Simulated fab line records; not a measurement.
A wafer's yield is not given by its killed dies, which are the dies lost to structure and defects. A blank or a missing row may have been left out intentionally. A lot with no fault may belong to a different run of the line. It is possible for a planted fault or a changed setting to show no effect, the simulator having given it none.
Which tool is to blame? + flow nand-harc + 69 wafers from 23 lots sampled at 4 of the route's 1302 steps

## WHAT THE GAUGES SHOWED, per wafer
NHARC_A_SOURCE_PLATE_THK_MEAS_06: measures by ellipsometry.
| lot  | measured     | on            | thk-nm (nm)       |
|------|--------------|---------------|-------------------|
| L074 | day 7 17:52  | film-metro-02 | 202.4 201.0 202.8 |
| L075 | day 8 04:10  | film-metro-01 | 202.1 199.4 201.4 |
| L076 | day 8 08:26  | film-metro-01 | 202.1 198.9 199.6 |
| L077 | day 9 03:38  | film-metro-02 | 196.5 195.5 198.4 |
| L078 | day 9 03:38  | film-metro-01 | 196.8 197.2 197.4 |
| L079 | day 9 21:49  | film-metro-02 | 197.4 200.2 201.9 |
| L080 | day 10 04:53 | film-metro-02 | 200.5 199.3 199.2 |
| L082 | day 10 21:47 | film-metro-01 | 200.1 200.6 202.1 |
| L083 | day 11 16:04 | film-metro-01 | 200.3 201.3 203.0 |
| L084 | day 11 23:11 | film-metro-01 | 200.5 199.1 199.9 |
| L085 | day 12 09:49 | film-metro-02 | 201.7 204.1 203.2 |
| L086 | day 12 15:27 | film-metro-02 | 199.9 200.4 198.3 |
| L087 | day 13 13:33 | film-metro-02 | 201.6 201.4 201.2 |
| L088 | day 13 13:33 | film-metro-01 | 197.7 197.2 198.1 |
| L089 | day 13 19:55 | film-metro-01 | 200.5 202.7 201.4 |
| L090 | day 14 12:06 | film-metro-02 | 201.9 202.2 201.6 |
| L091 | day 14 12:06 | film-metro-01 | 201.5 200.9 199.9 |
| L092 | day 15 07:02 | film-metro-01 | 198.6 198.8 199.3 |
| L093 | day 15 07:02 | film-metro-02 | 200.7 197.9 201.0 |
| L094 | day 16 05:14 | film-metro-01 | 201.9 203.6 203.1 |
| L095 | day 16 05:14 | film-metro-02 | 199.0 197.1 197.2 |
| L096 | day 16 21:03 | film-metro-01 | 199.2 202.9 200.8 |
| L097 | day 17 14:59 | film-metro-01 | 196.4 198.5 196.9 |

## WHAT TOOL EACH LOT RAN ON (gives the tool, then ch and the chambers of the sampled wafers, and finally the start)
| lot  | NHARC_P_BONDPAD_ETCH_12                       | NHARC_P_BONDPAD_STRIP_15           | NHARC_P_BONDPAD_PVD_17                  |
|------|-----------------------------------------------|------------------------------------|-----------------------------------------|
| L074 | rie-diel-06 ch 0,2, day 6 19:58 or earlier    | rie-diel-02 ch 0,1,2, day 6 19:58  | pvd-sputter-01, day 7 17:52 or earlier  |
| L075 | rie-diel-08 ch 0,3, day 7 03:45 or earlier    | rie-diel-06 ch 0,1,2, day 7 03:45  | pvd-sputter-01, day 8 04:10 or earlier  |
| L076 | rie-diel-02 ch 1,2,3, day 7 07:48 or earlier  | rie-diel-08 ch 1,2,3, day 7 07:48  | pvd-sputter-02, day 8 08:26 or earlier  |
| L077 | rie-diel-06 ch 0,1, day 8 02:49 or earlier    | rie-diel-06 ch 1,2, day 8 02:49    | pvd-sputter-01, day 9 03:38 or earlier  |
| L078 | rie-diel-02 ch 2,3, day 8 04:08 or earlier    | rie-diel-06 ch 1,2, day 8 04:08    | pvd-sputter-02, day 9 03:38 or earlier  |
| L079 | rie-diel-06 ch 0,1,2, day 8 21:11 or earlier  | rie-diel-02 ch 1,2,3, day 8 21:11  | pvd-sputter-03, day 9 21:49 or earlier  |
| L080 | rie-diel-02 ch 0,1, day 9 04:38 or earlier    | rie-diel-06 ch 0,1,2, day 9 04:38  | pvd-sputter-02, day 10 04:53 or earlier |
| L082 | rie-diel-08 ch 0,3, day 9 20:38 or earlier    | rie-diel-02 ch 0,1,3, day 9 20:38  | pvd-sputter-03, day 10 21:47 or earlier |
| L083 | rie-diel-02 ch 0,3, day 10 14:23 or earlier   | rie-diel-06 ch 2,3, day 10 14:23   | pvd-sputter-03, day 11 16:04 or earlier |
| L084 | rie-diel-08 ch 1,2, day 10 21:10 or earlier   | rie-diel-02 ch 0,1,3, day 10 21:10 | pvd-sputter-01, day 11 23:11 or earlier |
| L085 | rie-diel-02 ch 1,2,3, day 11 06:26 or earlier | rie-diel-02 ch 0,3, day 11 06:26   | pvd-sputter-03, day 12 09:49 or earlier |
| L086 | rie-diel-02 ch 0,1,3, day 11 11:59 or earlier | rie-diel-06 ch 0,1,3, day 11 11:59 | pvd-sputter-03, day 12 15:27 or earlier |
| L087 | rie-diel-06 ch 0,1,3, day 12 11:25 or earlier | rie-diel-02 ch 0,2,3, day 12 11:25 | pvd-sputter-02, day 13 13:33 or earlier |
| L088 | rie-diel-06 ch 0,1,3, day 12 13:25 or earlier | rie-diel-02 ch 0,2,3, day 12 13:25 | pvd-sputter-02, day 13 13:33 or earlier |
| L089 | rie-diel-02 ch 0,3, day 12 16:35 or earlier   | rie-diel-06 ch 1,3, day 12 16:35   | pvd-sputter-01, day 13 19:55 or earlier |
| L090 | rie-diel-06 ch 0,2,3, day 13 08:06 or earlier | rie-diel-02 ch 0,2,3, day 13 08:06 | pvd-sputter-02, day 14 12:06 or earlier |
| L091 | rie-diel-08 ch 2,3, day 13 13:29 or earlier   | rie-diel-08 ch 0,1, day 13 13:29   | pvd-sputter-03, day 14 12:06 or earlier |
| L092 | rie-diel-06 ch 0,1,2, day 14 06:40 or earlier | rie-diel-08 ch 1,3, day 14 06:40   | pvd-sputter-03, day 15 07:02 or earlier |
| L093 | rie-diel-02 ch 0,2,3, day 14 07:01 or earlier | rie-diel-06 ch 0,2, day 14 07:01   | pvd-sputter-02, day 15 07:02 or earlier |
| L094 | rie-diel-08 ch 0,1, day 15 03:31 or earlier   | rie-diel-08 ch 0,2,3, day 15 03:31 | pvd-sputter-03, day 16 05:14 or earlier |
| L095 | rie-diel-06 ch 1,3, day 15 06:57 or earlier   | rie-diel-02 ch 1,2,3, day 15 06:57 | pvd-sputter-03, day 16 05:14 or earlier |
| L096 | rie-diel-08 ch 0,3, day 15 20:24 or earlier   | rie-diel-08 ch 1,3, day 15 20:24   | pvd-sputter-01, day 16 21:03 or earlier |
| L097 | rie-diel-02 ch 1,3, day 16 12:09 or earlier   | rie-diel-06 ch 0,1,3, day 16 12:09 | pvd-sputter-02, day 17 14:59 or earlier |
- NHARC_P_BONDPAD_ETCH_12: etches the open film in CHF3/O2, target depth 200 nm, time 100 s.
- NHARC_P_BONDPAD_STRIP_15: strips in O2.
- NHARC_P_BONDPAD_PVD_17: deposits TaN, target thk 5 nm, time 8.06 s.

## AS READ BY THE TOOLS THEMSELVES (means over the sampled wafers that have a number; for cases with no such wafer, the mark the record gives instead)
NHARC_P_BONDPAD_ETCH_12.
| lot  | tool        | bias-w (W) | chamber-pressure-mTorr (mTorr) | drypump-motor-current-A (A) | oes-product-au (a.u.) | rf-fwd-power-W (W) | rf-vpp-V (V) | showerhead-plenum-p-Torr (Torr) | throttle-valve-pct (%) |
|------|-------------|------------|--------------------------------|-----------------------------|-----------------------|--------------------|--------------|---------------------------------|------------------------|
| L074 | rie-diel-06 | 200.6      | 25.003                         | 5.9                         | 0.959                 | 496.3              | 371.1        | 2.42                            | 20.570                 |
| L075 | rie-diel-08 | 199.8      | 24.983                         | 5.8                         | 0.940                 | 497.5              | 371.3        | 2.45                            | 20.579                 |
| L076 | rie-diel-02 | 199.9      | 24.994                         | 5.4                         | 0.929                 | 496.6              | 369.2        | 2.35                            | 20.581                 |
| L077 | rie-diel-06 | 199.9      | 25.002                         | 6.2                         | 0.939                 | 496.6              | 369.5        | 2.29                            | 20.561                 |
| L078 | rie-diel-02 | 200.2      | 25.014                         | 5.4                         | 0.930                 | 497.4              | 370.6        | 2.37                            | 20.572                 |
| L079 | rie-diel-06 | 199.5      | 24.997                         | 5.9                         | 0.920                 | 497.0              | 370.0        | 2.37                            | 20.562                 |
| L080 | rie-diel-02 | 200.6      | 25.022                         | 6.0                         | 0.919                 | 494.9              | 372.0        | 2.48                            | 20.565                 |
| L082 | rie-diel-08 | 200.7      | 25.018                         | 5.8                         | 0.961                 | 498.2              | 368.9        | 2.34                            | 20.574                 |
| L083 | rie-diel-02 | 199.5      | 24.999                         | 5.7                         | 0.977                 | 497.0              | 372.8        | 2.47                            | 20.571                 |
| L084 | rie-diel-08 | 200.5      | 24.978                         | 5.8                         | 0.926                 | 497.0              | 371.6        | 2.44                            | 20.562                 |
| L085 | rie-diel-02 | 200.1      | 25.016                         | 5.4                         | 0.974                 | 499.5              | 370.0        | 2.35                            | 20.569                 |
| L086 | rie-diel-02 | 199.8      | 24.998                         | 5.7                         | 0.929                 | 496.5              | 371.1        | 2.42                            | 20.566                 |
| L087 | rie-diel-06 | 200.2      | 25.013                         | 5.9                         | 0.970                 | 496.3              | 369.6        | 2.34                            | 20.578                 |
| L088 | rie-diel-06 | 200.2      | 24.989                         | 5.9                         | 0.920                 | 496.9              | 369.6        | 2.34                            | 20.573                 |
| L089 | rie-diel-02 | 199.6      | 25.009                         | 6.1                         | 0.975                 | 494.1              | 373.1        | 2.52                            | 20.569                 |
| L090 | rie-diel-06 | 200.3      | 25.007                         | 5.9                         | 0.925                 | 494.8              | 369.8        | 2.38                            | 20.577                 |
| L091 | rie-diel-08 | 200.0      | 24.999                         | 5.6                         | 0.929                 | 496.9              | 372.3        | 2.51                            | 20.574                 |
| L092 | rie-diel-06 | 199.8      | 25.011                         | 5.9                         | 0.972                 | 496.1              | 369.7        | 2.37                            | 20.577                 |
| L093 | rie-diel-02 | 199.9      | 25.003                         | 5.7                         | 0.982                 | 496.0              | 371.8        | 2.44                            | 20.568                 |
| L094 | rie-diel-08 | 200.3      | 25.000                         | 6.0                         | 0.933                 | 496.9              | 370.5        | 2.37                            | 20.575                 |
| L095 | rie-diel-06 | 200.7      | 24.992                         | 5.7                         | 0.946                 | 495.0              | 369.7        | 2.39                            | 20.570                 |
| L096 | rie-diel-08 | 199.9      | 24.989                         | 5.8                         | 0.927                 | 496.3              | 368.2        | 2.34                            | 20.576                 |
| L097 | rie-diel-02 | 200.9      | 25.022                         | 5.3                         | 0.984                 | 496.6              | 368.8        | 2.32                            | 20.572                 |

NHARC_P_BONDPAD_STRIP_15.
| lot  | tool        | chamber-pressure-mTorr (mTorr) | drypump-motor-current-A (A) | oes-product-au (a.u.) | rf-vpp-V (V) | showerhead-plenum-p-Torr (Torr) | throttle-valve-pct (%) |
|------|-------------|--------------------------------|-----------------------------|-----------------------|--------------|---------------------------------|------------------------|
| L074 | rie-diel-02 | 60.02                          | 5.7                         | 0.992                 | 56.9         | 3.53                            | 17.043                 |
| L075 | rie-diel-06 | 59.98                          | 5.9                         | 1.001                 | 58.4         | 3.49                            | 17.037                 |
| L076 | rie-diel-08 | 59.94                          | 5.7                         | 1.016                 | 59.1         | 3.63                            | 17.042                 |
| L077 | rie-diel-06 | 60.01                          | 5.7                         | 0.993                 | 57.4         | 3.54                            | 17.031                 |
| L078 | rie-diel-06 | 60.03                          | 5.7                         | 0.993                 | 57.5         | 3.61                            | 17.036                 |
| L079 | rie-diel-02 | 59.98                          | 5.4                         | 0.998                 | 57.8         | 3.45                            | 17.035                 |
| L080 | rie-diel-06 | 59.97                          | 5.9                         | 0.991                 | 57.5         | 3.49                            | 17.027                 |
| L082 | rie-diel-02 | 59.99                          | 5.7                         | 1.006                 | 57.5         | 3.56                            | 17.036                 |
| L083 | rie-diel-06 | 59.99                          | 5.7                         | 1.012                 | 57.5         | 3.58                            | 17.038                 |
| L084 | rie-diel-02 | 59.96                          | 5.7                         | 1.001                 | 58.4         | 3.56                            | 17.042                 |
| L085 | rie-diel-02 | 60.07                          | 6.1                         | 0.996                 | 58.4         | 3.70                            | 17.024                 |
| L086 | rie-diel-06 | 60.05                          | 5.9                         | 0.988                 | 56.8         | 3.44                            | 17.038                 |
| L087 | rie-diel-02 | 60.03                          | 5.7                         | 1.010                 | 58.7         | 3.59                            | 17.036                 |
| L088 | rie-diel-02 | 60.03                          | 5.7                         | 1.012                 | 57.5         | 3.59                            | 17.035                 |
| L089 | rie-diel-06 | 60.00                          | 5.7                         | 0.998                 | 57.5         | 3.50                            | 17.042                 |
| L090 | rie-diel-02 | 59.97                          | 5.7                         | 1.008                 | 58.1         | 3.59                            | 17.021                 |
| L091 | rie-diel-08 | 60.01                          | 6.0                         | 1.007                 | 56.8         | 3.39                            | 17.032                 |
| L092 | rie-diel-08 | 60.02                          | 5.9                         | 1.010                 | 57.6         | 3.69                            | 17.035                 |
| L093 | rie-diel-06 | 60.03                          | 6.2                         | 0.990                 | 57.0         | 3.42                            | 17.030                 |
| L094 | rie-diel-08 | 59.93                          | 5.7                         | 1.000                 | 56.2         | 3.54                            | 17.038                 |
| L095 | rie-diel-02 | 60.04                          | 5.4                         | 1.015                 | 57.9         | 3.44                            | 17.040                 |
| L096 | rie-diel-08 | 60.00                          | 5.9                         | 0.998                 | 57.9         | 3.69                            | 17.037                 |
| L097 | rie-diel-06 | 60.01                          | 5.9                         | 0.997                 | 57.5         | 3.44                            | 17.033                 |

NHARC_P_BONDPAD_PVD_17.
| lot  | tool           | cathode-dc-power-W (W) | throttle-valve-pct (%) |
|------|----------------|------------------------|------------------------|
| L074 | pvd-sputter-01 | 14999                  | 30.5                   |
| L075 | pvd-sputter-01 | 15001                  | 30.7                   |
| L076 | pvd-sputter-02 | 14999                  | 30.5                   |
| L077 | pvd-sputter-01 | 14999                  | 30.3                   |
| L078 | pvd-sputter-02 | 15002                  | 31.2                   |
| L079 | pvd-sputter-03 | 15001                  | 29.6                   |
| L080 | pvd-sputter-02 | 14999                  | 30.9                   |
| L082 | pvd-sputter-03 | 14999                  | 29.5                   |
| L083 | pvd-sputter-03 | 15000                  | 29.7                   |
| L084 | pvd-sputter-01 | 14999                  | 31.4                   |
| L085 | pvd-sputter-03 | 14998                  | 28.9                   |
| L086 | pvd-sputter-03 | 15000                  | 29.5                   |
| L087 | pvd-sputter-02 | 15002                  | 30.7                   |
| L088 | pvd-sputter-02 | 15002                  | 31.7                   |
| L089 | pvd-sputter-01 | 14998                  | 30.2                   |
| L090 | pvd-sputter-02 | 15001                  | 30.9                   |
| L091 | pvd-sputter-03 | 14998                  | 29.3                   |
| L092 | pvd-sputter-03 | 15000                  | 29.1                   |
| L093 | pvd-sputter-02 | 15001                  | 30.6                   |
| L094 | pvd-sputter-03 | 15002                  | 28.9                   |
| L095 | pvd-sputter-03 | 14999                  | 29.2                   |
| L096 | pvd-sputter-01 | 15001                  | 29.7                   |
| L097 | pvd-sputter-02 | 14998                  | 31.4                   |

## THE ANSWER, worked out from the rows above alone
Rule: what is usual is taken from the lots themselves. The widest of any qualifying gaps counts: lots, ordered by their means at a reading, are off when they make up no more than a third of the lots, leave a main group of 4 or more, and stand apart from it by 3 or more times the standard deviation of that group's means. A main group whose means are all the same, to the digits that the tables above print for the reading, isn't used. Also off: a lot with no number at a reading for which 4 or more lots have one. Any other lot the step has rows for is counted as sound. Order of review: gauges by route order, followed by the tools' own readings, for which a lot's mean as printed above is used. The first step at which some lot is off is used, and at that step the reading that is off furthest; a lot without a number counts as furthest.
No lot is off at any reading shown: from this, nothing can be told.

## WHAT THE SIMULATOR PUT IN
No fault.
